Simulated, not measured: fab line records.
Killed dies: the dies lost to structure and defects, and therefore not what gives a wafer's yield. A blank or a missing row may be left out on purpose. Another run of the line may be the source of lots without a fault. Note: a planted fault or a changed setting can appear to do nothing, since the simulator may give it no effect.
fab line records	flow n5_finfet
record: lots: 14	wafers: 37	last_day: 17
route steps=1938 shown BEOL_M13@1711 BEOL_M14@1716
lots that met no fault: from a run of the same line without faults
start_h: start of the lot's first displayed wafer, in hours after the record's first day	wait_h: hours from the lot's prior step to this one	" as in the row above	L1.1+2: one row covering several wafers at once	- no value present, or no start provided	* or withheld: withheld	< > ~ a bound
route shown NAME@n: a module of which the file shows steps, and the number in the route of the first	usual: mean/standard deviation taken from wafers without a fault	same: alike in all rows	chamber/n: place in a boat	sites: per-site readings	_std_site: standard deviation of those values	_edge_site: inner sites' mean taken away from outer sites' mean	radius_mm: how far each site lies from the wafer's centre	mask NAME#n: copy n	behind: the most recent tool/chamber to have shaped the wafer	hold: why the lot went on hold/how many hours it stayed there/how the hold came to an end	device: names the non-switching transistor (n, p or np)	end of line: tests of these same wafers at the route's end	step lacking rows: just its recipe	killed: at the first sort, the dies lost to defects and structure; wafer yield is something else	map: the dies of a wafer, with x for killed, . for not killed, _ for no die there
set.NAME: the run value of the setting; set.NAME@STEP: its run value at that earlier step	model.NAME: the simulator's own value behind a step, which no gauge read
route steps across a sampled set of lots; one table per step, one row per wafer
services: when a tool's chamber went out of use (start_h, in hours from the record's first day, below 0 if earlier), for how many hours, and the reason
== steps ==
step: N5_BEOL_M13_THK_MEAS_50
recipe: thk_meas_gauge: xrf	reads: Cu_of_BEOL_M13_ECD_47
usual: M13_THK: 434/10
lot.wafer	tool	chamber	start_h	wait_h	M13_THK[nm]
L437.4	film_metro-02	-	229.43	-	440
L437.6	"	-	"	"	443
L436.1	film_metro-01	-	235.62	-	444
L436.4	"	-	"	"	437
L441.2	film_metro-02	-	258.80	-	417
L441.3	"	-	"	"	422
L441.6	"	-	"	"	438
L440.1	film_metro-01	-	263.34	-	414
L440.2	"	-	"	"	426
L440.6	"	-	"	"	416
L443.2	film_metro-02	-	270.48	-	435
L443.5	"	-	"	"	442
L443.6	"	-	"	"	437
L444.1	film_metro-01	-	282.12	-	433
L444.3	"	-	"	"	434
L444.4	"	-	"	"	444
L445.1	film_metro-01	-	287.90	-	446
L445.2	"	-	"	"	445
L445.4	"	-	"	"	437
L446.2	film_metro-02	-	300.94	-	432
L446.3	"	-	"	"	439
L446.6	"	-	"	"	434
L453.1	film_metro-01	-	338.58	-	409
L453.2	"	-	"	"	444
L453.6	"	-	"	"	426
L455.3	film_metro-01	-	346.64	-	448
L455.4	"	-	"	"	412
L456.2	film_metro-01	-	349.50	-	444
L456.3	"	-	"	"	442
L456.5	"	-	"	"	436
L454.1	film_metro-02	-	350.02	-	432
L454.4	"	-	"	"	435
L454.6	"	-	"	"	445
L457.5	film_metro-01	-	370.85	-	444
L457.6	"	-	"	"	438
L458.5	film_metro-01	-	374.83	-	418
L458.6	"	-	"	"	446
step: N5_BEOL_M13_INSPECT_55
recipe: inspect_instrument: darkfield	mode: post_dep
usual: raw_defect_count: 76/22
lot.wafer	tool	chamber	start_h	wait_h	raw_defect_count
L437.4	defect_inspect-02	-	229.58	0.0	56
L437.6	"	-	"	"	44
L436.1	defect_inspect-01	-	235.78	0.0	63
L436.4	"	-	"	"	63
L441.2	defect_inspect-02	-	258.96	0.0	95
L441.3	"	-	"	"	138
L441.6	"	-	"	"	76
L440.1	defect_inspect-02	-	263.52	0.0	79
L440.2	"	-	"	"	72
L440.6	"	-	"	"	59
L443.2	defect_inspect-02	-	270.63	0.0	139
L443.5	"	-	"	"	112
L443.6	"	-	"	"	110
L444.1	defect_inspect-02	-	282.30	0.0	76
L444.3	"	-	"	"	58
L444.4	"	-	"	"	64
L445.1	defect_inspect-01	-	288.05	0.0	75
L445.2	"	-	"	"	97
L445.4	"	-	"	"	64
L446.2	defect_inspect-01	-	301.09	0.0	100
L446.3	"	-	"	"	75
L446.6	"	-	"	"	106
L453.1	defect_inspect-02	-	338.73	0.0	84
L453.2	"	-	"	"	80
L453.6	"	-	"	"	95
L455.3	defect_inspect-02	-	346.80	0.0	54
L455.4	"	-	"	"	56
L456.2	defect_inspect-01	-	349.66	0.0	114
L456.3	"	-	"	"	86
L456.5	"	-	"	"	100
L454.1	defect_inspect-02	-	350.17	0.0	69
L454.4	"	-	"	"	80
L454.6	"	-	"	"	78
L457.5	defect_inspect-01	-	371.00	0.0	53
L457.6	"	-	"	"	125
L458.5	defect_inspect-01	-	374.99	0.0	73
L458.6	"	-	"	"	41
step: N5_BEOL_M14_ILD_DEP_00
recipe: material: SiO2	target_thk_a: 11193	temp_c: 400	precursor: TEOS/O2	pressure_torr: 6.5	rf_w: 900	teos_flow_sccm: 161.4	gas: O2	flow_sccm: 2650	time_s: 237.4
usual: chamber_pressure_Torr: 6.501/0.015	heater_power_outer_w: 315/59	heater_power_w: 568/78	showerhead_plenum_p_Torr: 8.36/0.031	throttle_valve_pct: 19.0/0.92
lot.wafer	tool	chamber	start_h	wait_h	chamber_pressure_Torr	heater_power_outer_w	heater_power_w	showerhead_plenum_p_Torr	throttle_valve_pct
L437.4	pecvd-04	1	229.70	0.1	6.518	194	488	8.35	19.2
L437.6	"	1	"	"	6.476	260	569	8.36	19.2
L436.1	pecvd-04	2	235.81	0.0	6.510	388	633	8.38	17.9
L436.4	"	1	"	"	6.482	194	479	8.35	19.0
L441.2	pecvd-01	2	258.99	0.0	6.510	333	544	8.35	17.7
L441.3	"	0	"	"	6.514	367	619	8.35	19.3
L441.6	"	2	"	"	6.513	290	473	8.38	17.7
L440.1	pecvd-01	2	263.56	0.0	6.502	397	626	8.35	17.8
L440.2	"	0	"	"	6.475	286	532	8.35	19.3
L440.6	"	0	"	"	6.480	376	645	8.37	19.4
L443.2	pecvd-04	2	270.67	0.0	6.485	333	550	8.41	17.8
L443.5	"	1	"	"	6.514	192	469	8.34	19.1
L443.6	"	2	"	"	6.509	273	477	8.41	17.9
L444.1	pecvd-04	0	282.34	0.0	6.534	350	659	8.34	20.0
L444.3	"	2	"	"	6.504	355	590	8.42	18.0
L444.4	"	1	"	"	6.496	196	477	8.34	19.2
L445.1	pecvd-01	0	288.09	0.0	-	-	-	-	-
L445.2	"	1	"	"	-	-	-	-	-
L445.4	"	1	"	"	-	-	-	-	-
L446.2	pecvd-04	0	301.13	0.0	-	-	-	-	-
L446.3	"	1	"	"	-	-	-	-	-
L446.6	"	2	"	"	-	-	-	-	-
L453.1	pecvd-04	2	338.77	0.0	6.519	357	596	8.42	17.8
L453.2	"	0	"	"	6.515	300	590	8.35	20.4
L453.6	"	1	"	"	6.506	299	609	8.36	18.8
L455.3	pecvd-01	0	346.84	0.0	6.500	313	566	8.35	19.4
L455.4	"	2	"	"	6.481	365	560	8.39	17.8
L456.2	pecvd-01	1	349.69	0.0	6.485	281	495	8.39	20.2
L456.3	"	2	"	"	6.500	300	469	8.38	17.8
L456.5	"	1	"	"	6.512	318	542	8.35	20.3
L454.1	pecvd-02	1	350.21	0.0	6.489	264	429	8.35	19.7
L454.4	"	0	"	"	6.532	364	660	8.36	19.9
L454.6	"	1	"	"	6.482	324	498	8.34	19.8
L457.5	pecvd-01	1	371.11	0.1	6.514	218	428	8.36	20.0
L457.6	"	2	"	"	6.502	384	591	8.39	17.9
L458.5	pecvd-01	1	375.10	0.1	6.519	310	536	8.41	20.3
L458.6	"	0	"	"	6.509	268	493	8.33	19.6
step: N5_BEOL_M14_OVL_MEAS_11
recipe: points_per_wafer: 44
usual: V13_OVL: 4/4.7
lot.wafer	tool	chamber	start_h	wait_h	V13_OVL[nm]
L437.4	overlay-02	0	230.22	0.0	3
L437.6	"	0	"	"	3
L436.1	overlay-01	0	236.47	0.0	8
L436.4	"	0	"	"	4
L441.2	overlay-02	0	259.60	0.0	13
L441.3	"	0	"	"	5
L441.6	"	0	"	"	2
L440.1	overlay-01	0	264.29	0.0	6
L440.2	"	0	"	"	6
L440.6	"	0	"	"	12
L443.2	overlay-02	0	271.27	0.0	13
L443.5	"	0	"	"	8
L443.6	"	0	"	"	8
L444.1	overlay-02	0	282.99	0.0	8
L444.3	"	0	"	"	8
L444.4	"	0	"	"	4
L445.1	overlay-01	0	288.62	0.0	4
L445.2	"	0	"	"	0
L445.4	"	0	"	"	4
L446.2	overlay-02	0	301.66	0.0	14
L446.3	"	0	"	"	-4
L446.6	"	0	"	"	8
L453.1	overlay-02	0	339.42	0.0	14
L453.2	"	0	"	"	3
L453.6	"	0	"	"	-2
L455.3	overlay-01	0	347.37	0.0	0
L455.4	"	0	"	"	0
L456.2	overlay-02	0	350.22	0.0	9
L456.3	"	0	"	"	6
L456.5	"	0	"	"	7
L454.1	overlay-01	0	350.86	0.0	10
L454.4	"	0	"	"	-2
L454.6	"	0	"	"	-6
L457.5	overlay-01	0	371.69	0.0	8
L457.6	"	0	"	"	0
L458.5	overlay-01	0	375.56	0.0	6
L458.6	"	0	"	"	-1
step: N5_BEOL_M14_VIA_ETCH_16
recipe: chemistry: C4F8/O2/Ar	target: SiO2	he_inner_torr: 15	he_outer_torr: 30	target_depth_a: 12313	time_s: withheld	ion_energy_ev: 800	pressure_mtorr: 20	source_w: 1905	bias_w: 2040	Ar_flow_sccm: 400	C4F8_flow_sccm: 16	O2_flow_sccm: 12	ends: cleared
usual: drypump_motor_current_A: 5.6/0.47	he_inner_torr: 15.00/0.03	he_outer_torr: 29.99/0.062	oes_product_au: 0.75/0.064	rf_vpp_V: 2229/53	showerhead_plenum_p_Torr: 3.42/0.069	throttle_valve_pct: 30.94/0.25
lot.wafer	tool	chamber	start_h	wait_h	drypump_motor_current_A	he_inner_torr	he_outer_torr	oes_product_au	rf_vpp_V	showerhead_plenum_p_Torr	throttle_valve_pct
L437.4	rie_diel-03	3	230.46	0.1	5.5	14.97	29.96	0.80	2246	3.50	31.15
L437.6	"	0	"	"	5.8	15.00	29.83	0.84	2151	3.39	30.75
L436.1	rie_diel-03	3	236.61	0.0	5.4	14.98	29.94	0.80	2247	3.50	31.16
L436.4	"	0	"	"	5.8	14.95	29.96	0.83	2151	3.39	30.75
L441.2	rie_diel-05	0	259.74	0.0	6.0	15.00	29.95	0.61	2159	3.25	30.69
L441.3	"	2	"	"	5.3	14.96	30.02	0.65	2197	3.43	30.91
L441.6	"	2	"	"	5.3	14.98	30.08	0.65	2197	3.43	30.89
L440.1	rie_diel-04	2	264.45	0.0	5.5	14.96	30.09	0.78	2199	3.32	30.93
L440.2	"	3	"	"	6.3	14.95	29.94	0.88	2272	3.50	30.67
L440.6	"	1	"	"	5.3	15.03	29.99	0.73	2256	3.36	31.26
L443.2	rie_diel-04	1	271.42	0.0	5.2	14.98	30.00	0.73	2254	3.36	31.27
L443.5	"	2	"	"	5.5	14.99	29.99	0.77	2198	3.32	30.92
L443.6	"	1	"	"	5.3	14.98	29.96	0.72	2253	3.36	31.28
L444.1	rie_diel-03	2	283.14	0.0	5.4	15.00	30.02	0.86	2257	3.47	30.52
L444.3	"	3	"	"	5.4	14.97	29.98	0.77	2246	3.49	31.14
L444.4	"	1	"	"	6.3	15.01	29.90	0.71	2307	3.44	30.86
L445.1	rie_diel-04	3	288.76	0.0	6.3	14.96	30.09	0.35	2272	3.50	29.96
L445.2	"	0	"	"	4.8	15.01	30.03	0.30	2254	3.46	30.22
L445.4	"	2	"	"	5.5	14.95	30.00	0.31	2199	3.32	30.20
L446.2	rie_diel-03	2	301.80	0.0	5.4	15.01	29.98	0.35	2257	3.47	29.80
L446.3	"	3	"	"	5.5	15.01	29.89	0.31	2247	3.49	30.44
L446.6	"	1	"	"	6.4	15.02	30.02	0.29	2305	3.44	30.18
L453.1	rie_diel-04	3	339.56	0.0	6.3	15.00	30.04	0.81	2271	3.49	30.70
L453.2	"	0	"	"	4.8	15.03	30.01	0.71	2253	3.45	30.97
L453.6	"	1	"	"	5.3	14.99	29.95	0.71	2252	3.35	31.27
L455.3	rie_diel-03	1	347.77	0.0	6.3	15.02	30.06	0.69	2305	3.43	30.91
L455.4	"	0	"	"	5.8	14.98	29.95	0.77	2149	3.37	30.81
L456.2	rie_diel-04	0	350.36	0.0	4.8	14.97	29.96	0.71	2254	3.45	30.99
L456.3	"	2	"	"	5.5	14.98	30.02	0.74	2198	3.31	30.94
L456.5	"	0	"	"	4.8	14.98	29.99	0.70	2253	3.45	30.98
L454.1	rie_diel-03	2	351.03	0.0	5.3	14.94	29.94	0.82	2258	3.46	30.56
L454.4	"	3	"	"	5.5	14.99	30.03	0.76	2245	3.48	31.18
L454.6	"	0	"	"	5.8	15.03	30.02	0.77	2149	3.37	30.81
L457.5	rie_diel-03	0	371.94	0.1	5.8	15.01	29.95	0.76	2148	3.36	30.80
L457.6	"	1	"	"	6.3	14.97	29.92	0.68	2305	3.42	30.92
L458.5	rie_diel-05	2	375.79	0.1	5.3	14.98	29.98	0.63	2193	3.41	30.95
L458.6	"	1	"	"	5.3	15.04	29.92	0.74	2141	3.49	31.46
step: N5_BEOL_M14_CD_MEAS_17
recipe: target_cd_nm: 250	polarity: opening
usual: cd_nm: 249/3
lot.wafer	tool	chamber	start_h	wait_h	cd_nm
L437.4	cd_sem-02	-	230.72	0.0	248
L437.6	"	-	"	"	245
L436.1	cd_sem-03	-	236.99	0.0	248
L436.4	"	-	"	"	252
L441.2	cd_sem-03	-	260.10	0.0	243
L441.3	"	-	"	"	250
L441.6	"	-	"	"	248
L440.1	cd_sem-03	-	264.80	0.0	250
L440.2	"	-	"	"	251
L440.6	"	-	"	"	253
L443.2	cd_sem-01	-	271.77	0.0	249
L443.5	"	-	"	"	256
L443.6	"	-	"	"	251
L444.1	cd_sem-01	-	283.48	0.0	248
L444.3	"	-	"	"	251
L444.4	"	-	"	"	246
L445.1	cd_sem-03	-	289.12	0.0	-
L445.2	"	-	"	"	-
L445.4	"	-	"	"	-
L446.2	cd_sem-01	-	302.15	0.0	-
L446.3	"	-	"	"	-
L446.6	"	-	"	"	-
L453.1	cd_sem-01	-	339.91	0.0	252
L453.2	"	-	"	"	247
L453.6	"	-	"	"	246
L455.3	cd_sem-03	-	348.12	0.0	252
L455.4	"	-	"	"	251
L456.2	cd_sem-01	-	350.72	0.0	244
L456.3	"	-	"	"	248
L456.5	"	-	"	"	245
L454.1	cd_sem-03	-	351.42	0.0	247
L454.4	"	-	"	"	253
L454.6	"	-	"	"	252
L457.5	cd_sem-03	-	372.20	0.0	250
L457.6	"	-	"	"	246
L458.5	cd_sem-01	-	376.05	0.0	251
L458.6	"	-	"	"	246
== services ==
tool	chamber	start_h	hours	kind
rie_diel-03	2	222.26	-	clean
rie_diel-03	2	222.26	-	consumable_replace:focus_ring
rie_diel-03	2	222.26	19.4	scheduled_down
rie_diel-03	2	222.26	19.4	vent_cycle
rie_diel-04	3	229.79	-	clean
rie_diel-04	3	229.79	-	consumable_replace:focus_ring
rie_diel-04	3	229.79	18.8	scheduled_down
rie_diel-04	3	229.79	18.8	vent_cycle
pecvd-01	1	246.46	25.7	repair
pecvd-04	1	255.50	5.5	scheduled_down
rie_diel-05	3	257.16	2.8	repair
pecvd-04	0	260.96	16.5	scheduled_down
rie_diel-04	2	277.62	3.7	repair
pecvd-04	-	299.98	0.4	repair
pecvd-01	2	300.39	2.1	scheduled_down
rie_diel-05	-	312.87	0.5	repair
rie_diel-05	-	314.04	0.3	repair
rie_diel-03	3	328.53	19.9	repair
rie_diel-05	1	338.88	7.3	repair
rie_diel-05	2	346.91	6.7	repair
rie_diel-05	0	355.48	-	clean
rie_diel-05	0	355.48	-	consumable_replace:focus_ring
rie_diel-05	0	355.48	-	consumable_replace:showerhead
rie_diel-05	0	355.48	24.1	scheduled_down
== key ==
first_sign: step: N5_BEOL_M14_ILD_DEP_00	reading: tool_record	direction: missing
effect: step: N5_BEOL_M14_VIA_ETCH_16	reading: oes_product_au	direction: down	sigmas: 6.8	usual: 0.75	struck: 0.32
effect: step: N5_BEOL_M14_CD_MEAS_17	reading: cd_nm	direction: missing
met_at N5_BEOL_M14_ILD_DEP_00
struck_lots L445,L446
later_rows_left_out L445.1,L445.2,L445.4,L446.2,L446.3,L446.6
sort_left_out L445.1,L445.2,L445.4,L446.2,L446.3,L446.6
not_acting_at N5_BEOL_M13_THK_MEAS_50,N5_BEOL_M13_INSPECT_55,N5_BEOL_M14_OVL_MEAS_11
onset_between 282.34 288.09
fault: kind: skipped_step_whole	tool: pecvd-01,pecvd-04	chamber: -	onset_h: 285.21	steps: N5_BEOL_M14_ILD_DEP_00	scope: struck_lots_only
sort_left_out: the simulated sort isn't trusted on such a fault, so these wafers' sort isn't shown, and their yield isn't known
later_rows_left_out: the simulator's readings of these wafers behind a module that went badly wrong aren't trusted and aren't shown, but for the sort
